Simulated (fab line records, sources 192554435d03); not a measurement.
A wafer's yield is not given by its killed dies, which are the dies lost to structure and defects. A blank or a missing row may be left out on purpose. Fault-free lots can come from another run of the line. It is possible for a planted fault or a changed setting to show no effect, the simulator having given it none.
fab line records | flow n5Finfet
record lots=4 wafers=12 lastDay=18
route steps=1938 shown ILD0@342 SDB@347 DUMMY_REMOVAL@377 BEOL_M4@1111 PASSIVATION@1936
lots untouched by any fault: they come from a run of this same line in which no faults occurred
startH: start of the lot's first displayed wafer, in hours after the record's first day | waitH: hours elapsed since this lot's preceding step | " unchanged from the row above | L1.1+2: several wafers, shown together as one row | - no value, or no start was given | * or withheld: withheld | < > ~ a bound
route shown NAME@n: NAME is a module with steps in the file, n the number in the route of the first one | usual: mean/standard deviation of fault-free wafers | same: alike in all rows | chamber/n: place in a boat | sites: each site's reading | _std_site: the standard deviation of these | _edge_site: outer sites' mean less inner sites' | radiusMm: how far each site lies from the wafer's centre | mask NAME#n: copy n | behind: the tool/chamber that last shaped the wafer | hold: cause of the lot's hold/its duration in hours/its outcome | device: which transistor (n, p or np) failed to switch | end of line: tests of these same wafers at the route's end | a step given without rows: its recipe and nothing more | killed: at the first sort, the dies lost to defects and structure; wafer yield is something else | map: a wafer's dies, x killed, . not, _ none there
set.NAME: the setting the step ran with; set.NAME@STEP: the setting that earlier step ran with | model.NAME: the simulator's own value behind a step, which no gauge read
a table for each step, a row for each wafer; lots at some steps of the route
services: when a tool's chamber went out of use (startH, in hours from the record's first day, below 0 if earlier), for how many hours, and the reason
## steps
# step N5_ILD0_PRECLEAN_10
# recipe chemistry=NF3:NH3 afsCycles=5 timeS=20 tempC=30 sublimationTempC=180 sublimationTimeS=60 pressureTorr=3 rfPowerW=30
# step N5_ILD0_ALD_15
# recipe material=SiNx targetThkA=240 tempC=400 aldPrecursorFamily=SiH2I2 aldCoReactant=N2/H2-plasma pulseTimeS=1 aldCycles=480 purgeTimeS=2 coReactantPurgeTimeS=2 pressureTorr=2
# step N5_ILD0_CMP_12
# recipe stopOn=poly-Si material=SiNx tOverpolishS=6 postCmpClean=alkalineBrush downForcePsi=2.5 platenRpm=51.8 padVelocityMS=1.0307 targetThkNm=17.67
# step N5_SDB_HM_DEP_00
# recipe material=SiNx targetThkA=400 tempC=400 precursor=SiH4/NH3/N2 pressureTorr=1.5 rfW=300 timeS=35.3
# step N5_SDB_COAT_03
# recipe resist=SOC tempC=250 timeS=60 spinRpm=1500 resistThkNm=100
# step N5_SDB_COAT_04
# recipe resist=SiARC tempC=220 timeS=60 spinRpm=1500 resistThkNm=18
# step N5_SDB_COAT_05
# recipe resist=CAR-ArF spinRpm=1500 resistThkNm=90
# step N5_SDB_EBR_07
# recipe solvent=PGMEA ebrWidthMm=1.5
# step N5_SDB_SOFTBAKE_06
# recipe tempC=110 timeS=60 resist=CAR-ArF
# step N5_SDB_EXPOSE_08
# recipe maskId=SDB na=1.35 sourceShape=conventional sigmaOuter=0.5 polarization=unpolarized doseMj=49.6
# usual focusOffsetNm=0.0/0.57
# columns lot.wafer tool chamber startH waitH mask focusOffsetNm model.SDB.overlayXNm
L495.3 arfiScanner-02 0 75.83 - SDB#0 0.0 0.4
L495.4 " 0 " " SDB#0 0.7 0.4
L495.6 " 0 " " SDB#0 -0.1 0.4
L511.1 arfiScanner-02 0 168.11 - SDB#0 -0.1 12.4
L511.2 " 0 " " SDB#0 1.5 12.4
L511.5 " 0 " " SDB#0 -0.2 12.4
L514.4 arfiScanner-02 0 185.74 - SDB#0 -0.3 11.6
L514.5 " 0 " " SDB#0 -0.4 11.6
L514.6 " 0 " " SDB#0 -0.3 11.6
L516.2 arfiScanner-03 0 197.02 - SDB#0 -0.5 0
L516.5 " 0 " " SDB#0 0.2 0
L516.6 " 0 " " SDB#0 0.0 0
# step N5_SDB_PEB_09
# recipe pebTempC=withheld pebTimeS=60 resist=CAR-ArF
# step N5_SDB_DEVELOP_10
# recipe developTimeS=30 developer=TMAH resist=CAR-ArF rinseLiquid=diw dry=airSpin devTempC=23
# step N5_SDB_OVL_MEAS_12
# recipe pointsPerWafer=44
# usual SDB_OVL=0.3/0.75
# same pointsPerWafer=44
# columns lot.wafer tool chamber startH waitH SDB_OVL[nm]
L495.3 overlay-02 0 75.97 0.0 0.8
L495.4 " 0 " " 1.3
L495.6 " 0 " " 0.9
L511.1 overlay-01 0 168.26 0.0 12.3
L511.2 " 0 " " 11.9
L511.5 " 0 " " 12.9
L514.4 overlay-02 0 185.88 0.0 10.8
L514.5 " 0 " " 11.4
L514.6 " 0 " " 11.5
L516.2 overlay-02 0 197.17 0.0 0.1
L516.5 " 0 " " -0.6
L516.6 " 0 " " 0.7
# step N5_SDB_DESCUM_16
# recipe chemistry=O2 timeS=7.9 sourcePowerW=50 biasPowerW=20 pressureMtorr=20 rfFrequencyHz=2.712e+07 tempC=40 resist=CAR-ArF o2FlowSccm=225
# step N5_SDB_ETCH_17
# recipe chemistry=CF4 target=SiARC targetDepthA=234 maskMaterial=CAR-ArF timeS=39 ionEnergyEv=80 pressureMtorr=40 sourceW=545 biasW=36 Ar_flow_sccm=100 cf4FlowSccm=100 ends=cleared
# step N5_SDB_ETCH_18
# recipe chemistry=N2/H2 target=SOC targetDepthA=1000 overetchA=200 maskMaterial=SiARC tempC=40 timeS=150 ionEnergyEv=200 pressureMtorr=30 sourceW=840 biasW=150 n2FlowSccm=200 h2FlowSccm=200
# step N5_SDB_STRIP_19
# recipe chemistry=N2/H2 tempC=40 n2FlowSccm=200 h2FlowSccm=200 rfFrequencyHz=6e+07
# step N5_SDB_STRIP_21
# recipe chemistry=CF4 resist=SiARC powerW=300 biasPowerW=75 pressureMtorr=50 cf4FlowSccm=150 rfFrequencyHz=6e+07
# step N5_SDB_HM_OPEN_20
# recipe chemistry=CH3F/O2 target=SiNx maskMaterial=SOC targetDepthA=240 stopOn=poly-Si overEtchFrac=0.4 ionEnergyEv=120 pressureMtorr=30 sourceW=395 biasW=73 Ar_flow_sccm=150 CH3F_flow_sccm=30 O2_flow_sccm=20
# step N5_SDB_STRIP_22
# recipe chemistry=N2/H2 powerW=1000 tempC=250 h2Frac=0.65 overashFraction=0.3 pressureMtorr=withheld n2FlowSccm=1750 h2FlowSccm=3250
# step N5_SDB_PRECLEAN_23
# recipe chemistry=dHF timeS=30 tempC=25 dilution=withheld
# step N5_SDB_DUMMY_REMOVE_24
# recipe chemistry=TMAH tempC=70 target=poly-Si stopOn=SiO2 targetDepthNm=142 concWtPct=5 timeS=57 dry=ipaMarangoni rinseTimeS=30 rinseTempC=23
# step N5_SDB_ETCH_25
# recipe chemistry=C4F6/O2 target=SiO2 targetDepthA=100 timeS=3.3 ionEnergyEv=250 maskMaterial=SiNx pressureMtorr=30 sourceW=345 biasW=185 Ar_flow_sccm=300 C4F6_flow_sccm=10 O2_flow_sccm=10
# step N5_SDB_CUT_ETCH_26
# recipe chemistry=HBr/Cl2/O2 target=Si targetDepthA=1296 btTimeS=20 maskMaterial=SiNx timeS=51.8 ionEnergyEv=* biasW=* pressureMtorr=10 icpW=800 HBr_flow_sccm=150 Cl2_flow_sccm=80 O2_flow_sccm=12
# step N5_SDB_PRECLEAN_38
# recipe chemistry=dHF timeS=10 dilution=750:1 tempC=25
# step N5_SDB_PRECLEAN_39
# recipe chemistry=O3/DIW timeS=45 tempC=22 o3Ppm=10
# step N5_SDB_SRD_28
# recipe dry=ipaMarangoni timeS=30 tempC=23 rinseLiquid=diw
# step N5_SDB_ALD_29
# recipe material=SiNx targetThkA=300 tempC=400 aldPrecursorFamily=SiH2I2 aldCoReactant=N2/H2-plasma pulseTimeS=1 aldCycles=600 purgeTimeS=2 coReactantPurgeTimeS=2 pressureTorr=2
# step N5_SDB_CMP_30
# recipe stopOn=poly-Si tOverpolishS=1.54 postCmpClean=alkalineBrush downForcePsi=4.1491 platenRpm=51.796 padVelocityMS=1.0306 targetThkNm=30
# step N5_DUMMY_REMOVAL_HM_STRIP_01
# recipe chemistry=CH3F/O2 material=SiNx targetDepthA=40 stopOn=poly-Si timeS=6.8 overEtchFrac=0.3 ionEnergyEv=60 powerW=410 biasW=29 Ar_flow_sccm=150 CH3F_flow_sccm=30 O2_flow_sccm=20
# step N5_DUMMY_REMOVAL_STRIP_10
# recipe chemistry=N2/H2 timeS=40 powerW=100 tempC=40 pressureMtorr=100 rfFrequencyHz=6e+07 biasPowerW=3 n2FlowSccm=300 h2FlowSccm=300
# step N5_DUMMY_REMOVAL_PRECLEAN_07
# recipe chemistry=dHF timeS=30 tempC=25 dilution=withheld
# step N5_DUMMY_REMOVAL_DUMMY_REMOVE_02
# recipe chemistry=TMAH tempC=70 target=poly-Si stopOn=SiO2 targetDepthNm=142 concWtPct=5 timeS=57 dry=ipaMarangoni rinseTimeS=30 rinseTempC=23
# step N5_DUMMY_REMOVAL_PRECLEAN_08
# recipe chemistry=NF3:NH3 afsCycles=2 tempC=30 timeS=20 sublimationTempC=180 sublimationTimeS=60 pressureTorr=3 rfPowerW=30
# step N5_BEOL_M4_RC_MEAS_101
# usual DIBL_N=36.5/1.4 DIBL_P=36.6/1.6 IOFF_N=0.160/0.024 IOFF_P=0.217/0.029 ION_N=674/8.7 ION_P=464/6.5 SS_N=71.6/0.47 SS_P=73.4/0.57 VT_N=250.0/2.5 VT_P=-250/3.1
# columns lot.wafer tool chamber startH waitH DIBL_N[mV/V] DIBL_P[mV/V] IOFF_N[nA/um] IOFF_P[nA/um] ION_N[uA/um] ION_P[uA/um] SS_N[mV/dec] SS_P[mV/dec] VT_N[mV] VT_P[mV]
L495.3 prober-02 0 174.38 0.3 33.7 35.3 0.136 0.191 658 461 71.6 73.3 250.9 -249
L495.4 " 0 " " 35.1 36.5 0.151 0.205 681 473 72.4 73.4 251.0 -249
L495.6 " 0 " " 32.8 33.8 0.116 0.167 668 465 71.3 72.4 256.0 -254
L511.1 prober-02 0 270.15 0.0 37.9 37.6 0.159 0.218 668 463 71.7 73.2 252.3 -251
L511.2 " 0 " " 37.6 37.4 0.159 0.213 669 464 71.7 73.4 252.0 -251
L511.5 " 0 " " 36.2 36.4 0.139 0.197 663 458 71.4 73.1 249.7 -250
L514.4 prober-01 0 294.96 0.5 40.2 40.2 0.245 0.299 693 473 72.9 73.9 247.0 -244
L514.5 " 0 " " 37.1 36.3 0.162 0.221 674 467 71.8 73.0 251.0 -250
L514.6 " 0 " " 36.4 36.4 0.159 0.221 679 467 71.3 73.8 249.7 -247
L516.2 prober-01 0 301.30 0.2 35.7 38.0 0.155 0.196 675 458 72.1 73.3 251.8 -252
L516.5 " 0 " " 35.5 38.1 0.153 0.204 680 462 71.6 73.2 251.5 -252
L516.6 " 0 " " 37.5 41.2 0.203 0.257 684 467 71.7 73.7 249.2 -248
# step N5_PASSIVATION_PROBE_49
# usual defectLimitedYield=91.2/1.4 killed_at_M0_to_M3=34/9.4 killed_at_M4_up=13/5.8 killedAtContacts=13/6.4 killedAtFrontEnd=41/11 killedAtOther=3.1/2.3 killedDies=103/16 killedOnRim=13/3.4 killedOpen=69/12 killedShort=33/7.8 sort_bin_5_function=5.1/0.91 sort_bin_6_memory=3.3/0.63 sortNPass=1077/16 sortYieldPct=91.2/1.4
# same grossDies=1180 killedAtBackSide=0 sort_bin_4_leakage[%]=0 sort_bin_8_speed[%]=0
# columns lot.wafer tool chamber startH waitH defectLimitedYield[%] killed_at_M0_to_M3 killed_at_M4_up killedAtContacts killedAtFrontEnd killedAtOther killedDies killedOnRim killedOpen killedShort sort_bin_5_function[%] sort_bin_6_memory[%] sortNPass sortYieldPct[%]
L495.3 prober-01 - 283.54 0.1 92.7 38 10 7 30 1 86 9 63 23 4.5 2.4 1094 92.7
L495.4 prober-01 - 283.59 0.2 90.1 48 16 10 41 2 117 12 81 36 5.3 4.4 1063 90.1
L495.6 prober-01 - 283.69 0.3 89.9 59 10 10 38 2 119 12 77 40 6.1 3.6 1061 89.9
L514.4 prober-02 - 386.83 0.2 0 38 12 14 1114 2 1180 152 72 43 53.8 3.6 0 0
L514.5 prober-02 - 386.88 0.2 0 21 4 15 1140 0 1180 152 74 32 48.9 3.4 0 0
L514.6 prober-02 - 386.93 0.3 0 45 9 15 1109 2 1180 152 95 33 50.5 4.1 0 0
L516.2 prober-01 - 400.86 0.1 90.5 36 17 14 42 3 112 12 82 30 5.1 4.0 1068 90.5
L516.5 prober-01 - 401.01 0.2 91.5 29 16 19 30 6 100 11 70 30 5.8 2.5 1080 91.5
L516.6 prober-01 - 401.06 0.3 92.0 38 5 13 36 2 94 12 65 28 4.5 3.3 1086 92.0
L511.1 prober-01 - 425.92 0.0 0 26 4 3 1144 3 1180 152 70 33 50.3 3.0 0 0
L511.2 prober-01 - 425.97 0.1 0 32 10 15 1120 3 1180 152 71 44 51.5 2.8 0 0
L511.5 prober-01 - 426.12 0.2 0 21 8 7 1142 2 1180 152 56 35 49.3 3.9 0 0
# killed by level:class
L495.3 FIN_SAQP:geometricParticle:open=12 BEOL_M1:geometricParticle:open=9 BEOL_M0_SAQP:geometricParticle:open=6 BEOL_M3:geometricParticle:open=6 BEOL_M2:geometricParticle:open=5 BEOL_M8:geometricParticle:open=5 MOL_CONTACT_COAG:geometricParticle:open=4 FIN_SAQP:geometricParticle:short=3
L495.4 FIN_SAQP:geometricParticle:short=14 BEOL_M2:geometricParticle:open=12 BEOL_M1:geometricParticle:open=10 BEOL_M3:geometricParticle:open=9 BEOL_M4:geometricParticle:open=9 MOL_CONTACT_COAG:geometricParticle:open=8 FIN_SAQP:geometricParticle:open=7 BEOL_M2:geometricParticle:short=7
L495.6 BEOL_M2:geometricParticle:open=12 BEOL_M0_SAQP:geometricParticle:short=11 BEOL_M3:geometricParticle:open=11 STI_FIN_REVEAL:geometricParticle:open=10 BEOL_M1:geometricParticle:open=9 MOL_CONTACT_COAG:geometricParticle:open=8 FIN_SAQP:geometricParticle:short=7 BEOL_M3:geometricParticle:short=6
L514.4 SDB:overlay=1059 STI_FIN_REVEAL:geometricParticle:open=17 FIN_SAQP:geometricParticle:short=12 BEOL_M3:geometricParticle:open=12 MOL_CONTACT_COAG:geometricParticle:open=9 BEOL_M2:geometricParticle:open=6 MOL_CONTACT_COAG:geometricParticle:short=5 GATE_CUT:geometricParticle:open=4
L514.5 SDB:overlay=1073 STI_FIN_REVEAL:geometricParticle:open=21 FIN_SAQP:geometricParticle:open=17 MOL_CONTACT_COAG:geometricParticle:open=10 FIN_SAQP:geometricParticle:short=8 BEOL_M1:geometricParticle:open=6 GATE_CUT:geometricParticle:short=5 MOL_CONTACT_COAG:geometricParticle:short=5
L514.6 SDB:overlay=1052 FIN_SAQP:geometricParticle:open=21 STI_FIN_REVEAL:geometricParticle:open=19 BEOL_M3:geometricParticle:open=17 BEOL_M1:geometricParticle:open=10 MOL_CONTACT_COAG:geometricParticle:open=10 FIN_SAQP:geometricParticle:short=9 BEOL_M0:geometricParticle:open=6
L516.2 STI_FIN_REVEAL:geometricParticle:open=16 MOL_CONTACT_COAG:geometricParticle:open=13 BEOL_M2:geometricParticle:open=10 BEOL_M4:geometricParticle:open=10 FIN_SAQP:geometricParticle:open=6 BEOL_M0_SAQP:geometricParticle:short=6 BEOL_M1:geometricParticle:open=6 FIN_SAQP:geometricParticle:short=5
L516.5 MOL_CONTACT_COAG:geometricParticle:open=18 BEOL_M4:geometricParticle:open=10 FIN_SAQP:geometricParticle:open=8 BEOL_M3:geometricParticle:open=8 STI_FIN_REVEAL:geometricParticle:open=7 BEOL_M0_SAQP:geometricParticle:short=7 FIN_SAQP:geometricParticle:short=4 BEOL_M0_SAQP:geometricParticle:open=4
L516.6 BEOL_M0_SAQP:geometricParticle:open=12 FIN_SAQP:geometricParticle:open=11 MOL_CONTACT_COAG:geometricParticle:open=11 BEOL_M0_SAQP:geometricParticle:short=11 STI_FIN_REVEAL:geometricParticle:open=8 BEOL_M2:geometricParticle:open=5 BEOL_M3:geometricParticle:open=4 GATE_CUT:geometricParticle:short=3
L511.1 SDB:overlay=1077 FIN_SAQP:geometricParticle:open=24 STI_FIN_REVEAL:geometricParticle:open=15 FIN_SAQP:geometricParticle:short=12 GATE_CUT:geometricParticle:short=5 BEOL_M1:geometricParticle:short=5 BEOL_M0_SAQP:geometricParticle:short=4 BEOL_M1:geometricParticle:open=4
L511.2 SDB:overlay=1065 FIN_SAQP:geometricParticle:open=13 FIN_SAQP:geometricParticle:short=11 BEOL_M2:geometricParticle:open=11 MOL_CONTACT_COAG:geometricParticle:open=9 STI_FIN_REVEAL:geometricParticle:open=8 GATE_CUT:geometricParticle:short=8 MOL_CONTACT_COAG:geometricParticle:short=6
L511.5 SDB:overlay=1089 FIN_SAQP:geometricParticle:open=14 DUMMY_GATE:geometricParticle:open=9 GATE_CUT:geometricParticle:short=7 MOL_CONTACT_COAG:geometricParticle:open=6 FIN_SAQP:geometricParticle:short=5 BEOL_M0_SAQP:geometricParticle:short=5 BEOL_M0_SAQP:geometricParticle:open=5
# map L511.1 (x killed, . not)
_________________xxxxxxxxxxxx________________
______________xxxxxxxxxxxxxxxxxx_____________
___________xxxxxxxxxxxxxxxxxxxxxxxx__________
__________xxxxxxxxxxxxxxxxxxxxxxxxxx_________
________xxxxxxxxxxxxxxxxxxxxxxxxxxxxxx_______
_______xxxxxxxxxxxxxxxxxxxxxxxxxxxxxxxx______
______xxxxxxxxxxxxxxxxxxxxxxxxxxxxxxxxxx_____
_____xxxxxxxxxxxxxxxxxxxxxxxxxxxxxxxxxxxx____
____xxxxxxxxxxxxxxxxxxxxxxxxxxxxxxxxxxxxxx___
___xxxxxxxxxxxxxxxxxxxxxxxxxxxxxxxxxxxxxxxx__
___xxxxxxxxxxxxxxxxxxxxxxxxxxxxxxxxxxxxxxxx__
__xxxxxxxxxxxxxxxxxxxxxxxxxxxxxxxxxxxxxxxxxx_
__xxxxxxxxxxxxxxxxxxxxxxxxxxxxxxxxxxxxxxxxxx_
_xxxxxxxxxxxxxxxxxxxxxxxxxxxxxxxxxxxxxxxxxxxx
_xxxxxxxxxxxxxxxxxxxxxxxxxxxxxxxxxxxxxxxxxxxx
_xxxxxxxxxxxxxxxxxxxxxxxxxxxxxxxxxxxxxxxxxxxx
_xxxxxxxxxxxxxxxxxxxxxxxxxxxxxxxxxxxxxxxxxxxx
_xxxxxxxxxxxxxxxxxxxxxxxxxxxxxxxxxxxxxxxxxxxx
_xxxxxxxxxxxxxxxxxxxxxxxxxxxxxxxxxxxxxxxxxxxx
_xxxxxxxxxxxxxxxxxxxxxxxxxxxxxxxxxxxxxxxxxxxx
_xxxxxxxxxxxxxxxxxxxxxxxxxxxxxxxxxxxxxxxxxxxx
__xxxxxxxxxxxxxxxxxxxxxxxxxxxxxxxxxxxxxxxxxx_
__xxxxxxxxxxxxxxxxxxxxxxxxxxxxxxxxxxxxxxxxxx_
___xxxxxxxxxxxxxxxxxxxxxxxxxxxxxxxxxxxxxxxx__
___xxxxxxxxxxxxxxxxxxxxxxxxxxxxxxxxxxxxxxxx__
____xxxxxxxxxxxxxxxxxxxxxxxxxxxxxxxxxxxxxx___
_____xxxxxxxxxxxxxxxxxxxxxxxxxxxxxxxxxxxx____
______xxxxxxxxxxxxxxxxxxxxxxxxxxxxxxxxxx_____
_______xxxxxxxxxxxxxxxxxxxxxxxxxxxxxxxx______
________xxxxxxxxxxxxxxxxxxxxxxxxxxxxxx_______
__________xxxxxxxxxxxxxxxxxxxxxxxxxx_________
___________xxxxxxxxxxxxxxxxxxxxxxxx__________
______________xxxxxxxxxxxxxxxxxx_____________
_________________xxxxxxxxxxxx________________
# map L514.4 (x killed, . not)
_________________xxxxxxxxxxxx________________
______________xxxxxxxxxxxxxxxxxx_____________
___________xxxxxxxxxxxxxxxxxxxxxxxx__________
__________xxxxxxxxxxxxxxxxxxxxxxxxxx_________
________xxxxxxxxxxxxxxxxxxxxxxxxxxxxxx_______
_______xxxxxxxxxxxxxxxxxxxxxxxxxxxxxxxx______
______xxxxxxxxxxxxxxxxxxxxxxxxxxxxxxxxxx_____
_____xxxxxxxxxxxxxxxxxxxxxxxxxxxxxxxxxxxx____
____xxxxxxxxxxxxxxxxxxxxxxxxxxxxxxxxxxxxxx___
___xxxxxxxxxxxxxxxxxxxxxxxxxxxxxxxxxxxxxxxx__
___xxxxxxxxxxxxxxxxxxxxxxxxxxxxxxxxxxxxxxxx__
__xxxxxxxxxxxxxxxxxxxxxxxxxxxxxxxxxxxxxxxxxx_
__xxxxxxxxxxxxxxxxxxxxxxxxxxxxxxxxxxxxxxxxxx_
_xxxxxxxxxxxxxxxxxxxxxxxxxxxxxxxxxxxxxxxxxxxx
_xxxxxxxxxxxxxxxxxxxxxxxxxxxxxxxxxxxxxxxxxxxx
_xxxxxxxxxxxxxxxxxxxxxxxxxxxxxxxxxxxxxxxxxxxx
_xxxxxxxxxxxxxxxxxxxxxxxxxxxxxxxxxxxxxxxxxxxx
_xxxxxxxxxxxxxxxxxxxxxxxxxxxxxxxxxxxxxxxxxxxx
_xxxxxxxxxxxxxxxxxxxxxxxxxxxxxxxxxxxxxxxxxxxx
_xxxxxxxxxxxxxxxxxxxxxxxxxxxxxxxxxxxxxxxxxxxx
_xxxxxxxxxxxxxxxxxxxxxxxxxxxxxxxxxxxxxxxxxxxx
__xxxxxxxxxxxxxxxxxxxxxxxxxxxxxxxxxxxxxxxxxx_
__xxxxxxxxxxxxxxxxxxxxxxxxxxxxxxxxxxxxxxxxxx_
___xxxxxxxxxxxxxxxxxxxxxxxxxxxxxxxxxxxxxxxx__
___xxxxxxxxxxxxxxxxxxxxxxxxxxxxxxxxxxxxxxxx__
____xxxxxxxxxxxxxxxxxxxxxxxxxxxxxxxxxxxxxx___
_____xxxxxxxxxxxxxxxxxxxxxxxxxxxxxxxxxxxx____
______xxxxxxxxxxxxxxxxxxxxxxxxxxxxxxxxxx_____
_______xxxxxxxxxxxxxxxxxxxxxxxxxxxxxxxx______
________xxxxxxxxxxxxxxxxxxxxxxxxxxxxxx_______
__________xxxxxxxxxxxxxxxxxxxxxxxxxx_________
___________xxxxxxxxxxxxxxxxxxxxxxxx__________
______________xxxxxxxxxxxxxxxxxx_____________
_________________xxxxxxxxxxxx________________
## services
# columns tool chamber startH hours kind
arfiScanner-02 0 61.35 - calibration
arfiScanner-03 - 65.00 0.8 pm
arfiScanner-02 - 103.04 0.8 pm
arfiScanner-02 - 108.00 6.0 pm
arfiScanner-02 - 114.00 1.3 pm
arfiScanner-03 - 115.30 1.3 pm
arfiScanner-03 - 134.79 1.3 repair
arfiScanner-02 - 142.85 1.0 pm
arfiScanner-03 - 146.12 0.9 repair
arfiScanner-03 - 148.21 3.1 pm
arfiScanner-03 - 160.71 4.9 pm
arfiScanner-03 0 187.42 - calibration
arfiScanner-03 - 190.18 1.0 pm
## key
firstSign step=N5_SDB_OVL_MEAS_12 reading=SDB_OVL direction=up sigmas=15 usual=0.3 struck=11.8
effect step=N5_PASSIVATION_PROBE_49 reading=killedAtFrontEnd direction=up sigmas=96 usual=41 struck=1128
modelEffect step=N5_SDB_EXPOSE_08 value=SDB.overlayXNm without=0 struck=12
moreKillsBornAt N5_SDB_EXPOSE_08@arfiScanner-02=6415
metAt N5_SDB_EXPOSE_08
struckWafers L511.1,L511.2,L511.5,L514.4,L514.5,L514.6
onsetBetween 75.83 168.11
fault kind=scannerMatchingOverlay tool=arfiScanner-02 chamber=- onsetH=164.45 steps=N5_SDB_EXPOSE_08 offset=12.034
